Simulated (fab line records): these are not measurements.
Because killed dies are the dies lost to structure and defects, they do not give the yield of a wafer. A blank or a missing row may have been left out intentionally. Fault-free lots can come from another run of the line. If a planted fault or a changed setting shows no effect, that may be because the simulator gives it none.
fab line records    flow n5-finfet
record lots=11  wafers=33  last-day=18
route steps=1938 shown BEOL_M15@1790 PASSIVATION@1936
lots that met no fault: from a run of the same line without faults
start-h: the number of hours between the record's first day and the start of the first shown wafer of the lot    wait-h: hours elapsed since this lot's preceding step    " identical to the entry in the row above    L1.1+2: several wafers, shown together as one row    - no value, or no start given    * or withheld: withheld    < > ~ a bound
route shown NAME@n: NAME is a module with steps in the file, n the number in the route of the first one    usual: mean and standard deviation over wafers with no fault    same: alike in all rows    chamber/n: place in a boat    sites: readings site by site    _std_site: their standard deviation    _edge_site: mean of outer sites minus mean of inner sites    radius-mm: for every site, how far away it sits from the centre of the wafer    mask NAME#n: copy n    behind: the last tool/chamber to shape the wafer    hold: cause of the lot's hold/its duration in hours/its outcome    device: names the non-switching transistor (n, p or np)    end of line: tests of these same wafers at the route's end    where a step has no rows: the recipe by itself    killed: the dies lost at the first sort to structure and to defects; this is not the yield of the wafer    map: the dies of a wafer, with x for killed, . for not killed, _ for no die there
set.NAME: the setting that was run; set.NAME@STEP: the one run at that earlier step    model.NAME: the simulator's own value behind a step, which no gauge read
steps of the route over a sample of lots; a table a step, a row a wafer
services: the hour from which a tool's chamber was out of use, counted from the record's first day as start-h (under 0 if before that day), plus the number of hours and why
## steps
# step N5_BEOL_M15_STRIP_64
# recipe chemistry=O2  power-w=600  temp-c=60  pressure-mtorr=30  rf-frequency-hz=6e+07  bias-power-w=0  overash-fraction=0.3  o2-flow-sccm=225
# usual drypump-motor-current-A=5.7/0.52  o2-flow-sccm=225.0/0.69  oes-product-au=0.78/0.068  rf-vpp-V=3.6/0.46  showerhead-plenum-p-Torr=2.09/0.069  throttle-valve-pct=16.59/0.17
lot.wafer  tool         chamber  start-h  wait-h  drypump-motor-current-A  o2-flow-sccm  oes-product-au  rf-hours-counter-h  rf-vpp-V  showerhead-plenum-p-Torr  throttle-valve-pct
L658.2     rie-diel-05  3        -        -       5.8                      224.7         0.72            180                 4.3       2.19                      16.50
L658.3     "            2        "        "       5.3                      224.0         0.85            63                  4.0       2.04                      16.48
L658.5     "            2        "        "       5.3                      224.3         0.86            -                   3.5       2.04                      16.47
L663.1     rie-diel-06  2        -        -       6.6                      224.4         0.94            16                  3.3       2.06                      16.53
L663.4     "            2        "        "       6.6                      225.6         0.93            -                   3.9       2.06                      16.53
L663.5     "            3        "        "       5.8                      225.0         0.75            -                   4.0       2.02                      16.90
L664.1     rie-diel-05  0        -        -       5.0                      224.3         0.72            202                 5.2       2.17                      16.61
L664.5     "            3        "        "       5.8                      226.8         0.72            -                   3.3       2.18                      16.53
L664.6     "            0        "        "       5.0                      224.7         0.73            -                   3.6       2.17                      16.60
L666.2     rie-diel-05  1        -        -       6.0                      225.0         0.71            200                 3.8       2.08                      16.54
L666.3     "            0        "        "       5.1                      225.4         0.72            204                 3.7       2.17                      16.61
L666.5     "            2        "        "       5.3                      224.6         0.85            -                   3.9       2.03                      16.50
L672.1     rie-diel-02  2        -        -       6.1                      224.4         0.76            132                 3.5       2.11                      16.84
L672.5     "            2        "        "       6.1                      225.4         0.76            -                   3.1       2.11                      16.83
L672.6     "            1        "        "       6.4                      225.7         0.80            -                   3.5       2.22                      16.65
L674.2     rie-diel-06  3        -        -       5.8                      225.1         0.74            172                 3.5       2.01                      16.95
L674.4     "            2        "        "       6.5                      225.4         0.89            -                   3.4       2.05                      16.57
L674.5     "            3        "        "       5.8                      224.4         0.73            -                   3.8       2.01                      16.95
L673.2     rie-diel-05  0        -        -       5.0                      224.2         0.72            217                 3.7       2.16                      16.62
L673.3     "            3        "        "       5.8                      225.0         0.70            208                 3.4       2.18                      16.57
L673.4     "            2        "        "       5.3                      225.4         0.82            89                  2.6       2.03                      16.53
L675.2     rie-diel-05  1        -        -       6.0                      225.5         0.70            212                 3.5       2.08                      16.54
L675.3     "            3        "        "       5.8                      225.7         0.71            208                 3.0       2.18                      16.55
L675.4     "            2        "        "       5.3                      224.0         0.83            89                  4.0       2.03                      16.52
L676.2     rie-diel-06  1        -        -       5.2                      224.8         0.75            164                 3.8       2.02                      16.77
L676.4     "            3        "        "       5.8                      225.9         0.74            176                 4.4       2.01                      16.96
L676.5     "            1        "        "       5.3                      226.4         0.74            -                   3.1       2.01                      16.77
L677.1     rie-diel-02  1        -        -       6.3                      225.1         0.79            103                 3.4       2.21                      16.69
L677.3     "            3        "        "       4.7                      224.6         0.75            135                 2.8       2.01                      16.45
L677.6     "            1        "        "       6.4                      225.3         0.79            -                   3.9       2.21                      16.69
L678.2     rie-diel-06  0        -        -       6.2                      225.7         0.90            35                  3.2       2.05                      16.19
L678.4     "            2        "        "       6.6                      224.9         0.87            48                  3.9       2.05                      16.58
L678.6     "            2        "        "       6.6                      225.3         0.87            -                   4.2       2.05                      16.59
# step N5_BEOL_M15_SPUTTER_44
# recipe material=Ta  target-thk-a=150  temp-c=50  bias-v=80  power-w=15000  chamber-pressure-pa=0.07  time-s=24.19
# usual bias-v=79.9/0.79  throttle-valve-pct=30.6/0.64
lot.wafer  tool            chamber  start-h  wait-h  bias-v  throttle-valve-pct
L658.2     pvd-sputter-02  -        307.98   0.0     79.5    30.3
L658.3     "               -        "        "       80.3    29.8
L658.5     "               -        "        "       80.1    29.5
L663.1     pvd-sputter-01  -        326.05   0.0     80.2    31.2
L663.4     "               -        "        "       79.7    31.8
L663.5     "               -        "        "       78.6    31.4
L664.1     pvd-sputter-03  -        346.46   0.0     79.8    31.0
L664.5     "               -        "        "       80.2    31.0
L664.6     "               -        "        "       79.3    30.4
L666.2     pvd-sputter-02  -        352.16   0.0     80.4    29.8
L666.3     "               -        "        "       80.4    29.9
L666.5     "               -        "        "       79.1    31.2
L672.1     pvd-sputter-02  -        394.16   0.0     80.8    29.7
L672.5     "               -        "        "       79.7    31.0
L672.6     "               -        "        "       79.7    29.9
L674.2     pvd-sputter-02  -        396.58   0.0     79.2    30.0
L674.4     "               -        "        "       79.2    29.6
L674.5     "               -        "        "       80.7    30.1
L673.2     pvd-sputter-01  -        396.66   0.0     81.1    30.8
L673.3     "               -        "        "       79.7    31.6
L673.4     "               -        "        "       78.5    30.5
L675.2     pvd-sputter-03  -        397.40   0.0     79.1    30.2
L675.3     "               -        "        "       80.0    30.1
L675.4     "               -        "        "       80.4    30.9
L676.2     pvd-sputter-01  -        407.78   0.0     79.3    30.2
L676.4     "               -        "        "       78.9    31.9
L676.5     "               -        "        "       79.1    30.5
L678.2     pvd-sputter-01  -        425.91   0.0     79.8    31.5
L678.4     "               -        "        "       79.9    30.8
L678.6     "               -        "        "       78.8    30.5
L677.1     pvd-sputter-02  -        425.94   0.0     79.9    30.8
L677.3     "               -        "        "       79.6    30.4
L677.6     "               -        "        "       81.7    29.7
# step N5_BEOL_M15_SPUTTER_45
# recipe material=Cu  target-thk-a=1000  temp-c=-20  bias-v=60  power-w=26000  chamber-pressure-pa=0.13  time-s=16.67
# usual bias-v=60.0/0.59  chuck-sensor-temp-C=-15.8/0.62  throttle-valve-pct=30.6/0.64
lot.wafer  tool            chamber  start-h  wait-h  bias-v  chuck-sensor-temp-C  throttle-valve-pct
L658.2     pvd-sputter-02  -        308.06   0.0     59.3    -15.5                30.1
L658.3     "               -        "        "       60.0    -16.1                29.8
L658.5     "               -        "        "       61.1    -16.0                29.9
L663.1     pvd-sputter-01  -        326.13   0.0     61.5    -16.6                31.5
L663.4     "               -        "        "       59.6    -16.2                31.6
L663.5     "               -        "        "       61.4    -16.7                31.4
L664.1     pvd-sputter-03  -        346.54   0.0     61.1    -16.1                30.9
L664.5     "               -        "        "       60.2    -16.0                30.6
L664.6     "               -        "        "       58.9    -14.8                30.4
L666.2     pvd-sputter-02  -        352.24   0.0     60.7    -16.1                30.0
L666.3     "               -        "        "       60.6    -15.7                29.9
L666.5     "               -        "        "       59.9    -15.7                31.0
L672.1     pvd-sputter-02  -        394.24   0.0     59.6    -16.0                30.0
L672.5     "               -        "        "       60.8    -15.7                31.4
L672.6     "               -        "        "       59.2    -15.4                30.2
L674.2     pvd-sputter-02  -        396.66   0.0     61.1    -15.7                30.2
L674.4     "               -        "        "       59.8    -15.9                29.6
L674.5     "               -        "        "       60.3    -15.4                30.1
L673.2     pvd-sputter-01  -        396.74   0.0     60.3    -14.5                31.1
L673.3     "               -        "        "       60.0    -16.3                31.6
L673.4     "               -        "        "       59.7    -16.3                30.3
L675.2     pvd-sputter-03  -        397.48   0.0     58.9    -16.6                30.3
L675.3     "               -        "        "       60.6    -14.9                30.3
L675.4     "               -        "        "       60.0    -16.1                30.2
L676.2     pvd-sputter-01  -        407.86   0.0     60.4    -16.4                30.3
L676.4     "               -        "        "       60.3    -16.1                31.6
L676.5     "               -        "        "       60.2    -16.4                30.2
L678.2     pvd-sputter-01  -        425.99   0.0     58.3    -16.9                31.5
L678.4     "               -        "        "       59.7    -14.8                30.8
L678.6     "               -        "        "       59.8    -16.1                30.0
L677.1     pvd-sputter-02  -        426.02   0.0     59.7    -15.7                30.8
L677.3     "               -        "        "       59.3    -15.7                29.9
L677.6     "               -        "        "       59.9    -16.1                29.9
# step N5_BEOL_M15_DEP_53
# recipe material=SiCN  target-thk-a=500  temp-c=withheld  precursor=3MS/NH3  pressure-torr=3  rf-w=675  time-s=17.8
# usual chamber-pressure-Torr=3.000/0.0066  rf-fwd-power-W=667/4  showerhead-plenum-p-Torr=4.150/0.018  throttle-valve-pct=18.1/0.71
lot.wafer  tool      chamber  start-h  wait-h  chamber-pressure-Torr  rf-fwd-power-W  showerhead-plenum-p-Torr  throttle-valve-pct
L658.2     pecvd-03  2        309.07   0.0     2.992                  663             4.124                     17.8
L658.3     "         0        "        "       3.001                  670             4.162                     18.7
L658.5     "         1        "        "       2.997                  670             4.123                     17.3
L663.1     pecvd-03  0        327.14   0.0     2.998                  671             4.151                     18.8
L663.4     "         0        "        "       3.009                  668             4.146                     18.9
L663.5     "         1        "        "       2.999                  667             4.131                     17.7
L664.1     pecvd-03  2        347.68   0.0     -                      -               -                         -
L664.5     "         2        "        "       -                      -               -                         -
L664.6     "         1        "        "       -                      -               -                         -
L666.2     pecvd-03  2        354.62   0.0     -                      -               -                         -
L666.3     "         0        "        "       -                      -               -                         -
L666.5     "         2        "        "       -                      -               -                         -
L672.1     pecvd-02  2        395.60   0.0     3.009                  658             4.148                     18.5
L672.5     "         2        "        "       3.001                  660             4.141                     18.3
L672.6     "         1        "        "       2.992                  668             4.155                     17.8
L674.2     pecvd-03  1        398.31   0.0     2.996                  672             4.138                     17.3
L674.4     "         1        "        "       2.995                  670             4.137                     17.5
L674.5     "         0        "        "       3.000                  673             4.153                     19.0
L673.2     pecvd-03  1        398.55   0.0     3.007                  667             4.142                     17.6
L673.3     "         0        "        "       3.003                  672             4.156                     19.2
L673.4     "         1        "        "       3.006                  671             4.146                     17.6
L675.2     pecvd-02  0        398.82   0.0     2.986                  665             4.185                     17.8
L675.3     "         2        "        "       2.987                  658             4.161                     18.5
L675.4     "         1        "        "       3.001                  670             4.160                     17.5
L676.2     pecvd-02  0        408.89   0.0     2.994                  668             4.186                     17.5
L676.4     "         1        "        "       2.991                  668             4.150                     17.5
L676.5     "         2        "        "       2.998                  661             4.148                     18.2
L678.2     pecvd-03  0        427.02   0.0     2.990                  673             4.158                     19.0
L678.4     "         0        "        "       3.004                  673             4.161                     19.1
L678.6     "         1        "        "       3.005                  668             4.134                     17.6
L677.1     pecvd-03  0        427.29   0.0     3.000                  670             4.144                     19.1
L677.3     "         1        "        "       3.002                  666             4.134                     17.5
L677.6     "         0        "        "       3.022                  667             4.148                     19.0
# step N5_PASSIVATION_PROBE_49
# usual defect-limited-yield=91.1/1.5  killed_at_M0_to_M3=36/11  killed_at_M4_up=14/5.6  killed-at-contacts=11/5.6  killed-at-front-end=40/12  killed-at-other=4/3.2  killed-dies=105/17  killed-open=69/12  killed-short=34/8.4  sort_bin_5_function=5.2/0.95  sort_bin_6_memory=3.3/0.63  sort-n-pass=1075/17  sort-yield-pct=91.1/1.5
# same gross-dies=1180  killed-at-back-side=0  sort_bin_4_leakage[%]=0  sort_bin_8_speed[%]=0
lot.wafer  tool       chamber  start-h  wait-h  defect-limited-yield[%]  killed_at_M0_to_M3  killed_at_M4_up  killed-at-contacts  killed-at-front-end  killed-at-other  killed-dies  killed-open  killed-short  sort_bin_5_function[%]  sort_bin_6_memory[%]  sort-n-pass  sort-yield-pct[%]
L664.1     prober-02  -        363.07   0.0     88.7                     46                  26               12                  42                   7                133          96           35            7.1                     3.6                   1047         88.7
L664.5     prober-02  -        363.27   0.2     92.1                     34                  23               7                   23                   6                93           64           28            4.9                     2.9                   1087         92.1
L664.6     prober-02  -        363.32   0.3     88.2                     50                  20               11                  55                   3                139          95           43            6.8                     4.3                   1041         88.2
L666.5     prober-01  -        367.62   0.2     90.5                     52                  9                7                   39                   5                112          62           50            5.1                     3.6                   1068         90.5
# killed by level:class
L664.1 BEOL_M4:geometric-particle:open=15 BEOL_M0_SAQP:geometric-particle:open=12 MOL_CONTACT_COAG:geometric-particle:open=11 FIN_SAQP:geometric-particle:open=10 STI_FIN_REVEAL:geometric-particle:open=10 BEOL_M0_SAQP:geometric-particle:short=9 BEOL_M1:geometric-particle:open=8 BEOL_M3:geometric-particle:open=7
L664.5 BEOL_M4:geometric-particle:open=13 BEOL_M2:geometric-particle:open=8 MOL_CONTACT_COAG:geometric-particle:open=7 BEOL_M0_SAQP:geometric-particle:short=7 BEOL_M0_SAQP:geometric-particle:open=7 BEOL_M1:geometric-particle:open=7 FIN_SAQP:geometric-particle:open=5 FIN_SAQP:geometric-particle:short=3
L664.6 STI_FIN_REVEAL:geometric-particle:open=23 FIN_SAQP:geometric-particle:open=13 BEOL_M0_SAQP:geometric-particle:short=13 MOL_CONTACT_COAG:geometric-particle:open=9 BEOL_M4:geometric-particle:open=9 BEOL_M0_SAQP:geometric-particle:open=8 BEOL_M1:geometric-particle:open=6 BEOL_M3:geometric-particle:open=6
L666.5 BEOL_M0_SAQP:geometric-particle:short=14 FIN_SAQP:geometric-particle:open=12 FIN_SAQP:geometric-particle:short=12 BEOL_M0_SAQP:geometric-particle:open=9 BEOL_M1:geometric-particle:open=9 MOL_CONTACT_COAG:geometric-particle:open=5 BEOL_M2:geometric-particle:short=5 BEOL_M3:geometric-particle:open=5
## services
tool            chamber  start-h  hours  kind
pecvd-03        2        281.38   5.5    scheduled-down
pvd-sputter-02  -        295.39   5.2    repair
rie-diel-05     0        295.90   7.5    repair
pecvd-03        0        296.00   7.2    repair
rie-diel-02     -        306.21   0.9    repair
rie-diel-05     -        311.94   4.3    pm
rie-diel-06     0        313.92   13.7   repair
pecvd-03        2        318.15   4.3    repair
rie-diel-05     -        332.69   0.7    repair
pecvd-03        -        363.53   2.8    pm
pvd-sputter-02  -        366.81   8.6    repair
pecvd-03        0        370.12   2.1    scheduled-down
rie-diel-06     0        386.48   5.5    repair
pvd-sputter-02  -        396.80   1.1    repair
rie-diel-02     2        401.27   1.5    repair
pecvd-03        2        425.87   28.7   repair
rie-diel-05     3        426.73   15.0   repair
## key
first-sign step=N5_BEOL_M15_DEP_53  reading=tool-record  direction=missing
effect none on later readings
met-at N5_BEOL_M15_DEP_53
struck-lots L664,L666
not-acting-at N5_BEOL_M15_STRIP_64,N5_BEOL_M15_SPUTTER_44,N5_BEOL_M15_SPUTTER_45
onset-between 327.14 347.68
fault kind=skipped-step-whole  tool=pecvd-03  chamber=-  onset-h=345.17  steps=N5_BEOL_M15_DEP_53  scope=struck-lots-only
